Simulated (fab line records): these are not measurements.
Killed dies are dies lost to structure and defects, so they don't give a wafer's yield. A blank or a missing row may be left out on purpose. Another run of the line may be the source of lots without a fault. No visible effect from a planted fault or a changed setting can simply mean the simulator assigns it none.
Matching of chambers + flow n5-finfet + rie-diel-05 running N5_BEOL_M8_ETCH_66: 4 sister chambers
The step etches SOC in N2/H2, target depth 80 nm, overetch 16 nm, time 120 s. 4 wafers are shown with their chamber, then 8 later ones without.

## WAFERS WITH THEIR CHAMBER
| wafer  | chamber | showerhead-plenum-p-Torr (Torr) |
|--------|---------|---------------------------------|
| L080.1 | 3       | 2.49                            |
| L084.5 | 1       | 2.50                            |
| L084.6 | 2       | 2.61                            |
| L086.1 | 0       | 2.69                            |

## WAFERS WITHOUT THEIR CHAMBER
| wafer  | showerhead-plenum-p-Torr (Torr) |
|--------|---------------------------------|
| L086.2 | 2.61                            |
| L086.3 | 2.48                            |
| L091.2 | 2.60                            |
| L091.3 | 2.69                            |
| L091.6 | 2.49                            |
| L095.2 | 2.60                            |
| L095.3 | 2.49                            |
| L095.4 | 2.68                            |

## WHICH CHAMBER EACH ONE RAN IN
| wafer  | from the rows above     | in truth |
|--------|-------------------------|----------|
| L086.2 | 2                       | 2        |
| L086.3 | can't be placed: 3 or 1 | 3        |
| L091.2 | 2                       | 2        |
| L091.3 | 0                       | 0        |
| L091.6 | can't be placed: 3 or 1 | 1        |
| L095.2 | 2                       | 2        |
| L095.3 | can't be placed: 3 or 1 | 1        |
| L095.4 | 0                       | 0        |
Placed correctly: 5 of 8. Cannot be placed on the basis of these rows: 3; the candidates contain the true chamber in 3. Number placed wrongly: 0.
How it was worked out, from the rows above alone: a wafer's distance from a chamber is the root of the sum, over the readings, of the square of ((its reading less the chamber's mean) divided by the reading's scatter). If the next closest chamber is less than 2 further off than the closest, the wafer can't be placed; otherwise it belongs to the closest. For every chamber, the mean is computed from those of its wafers that are shown. The scatter (one wafer shown for each chamber): square how far every hidden wafer sits from the nearest shown wafer, average those squares and take the square root.
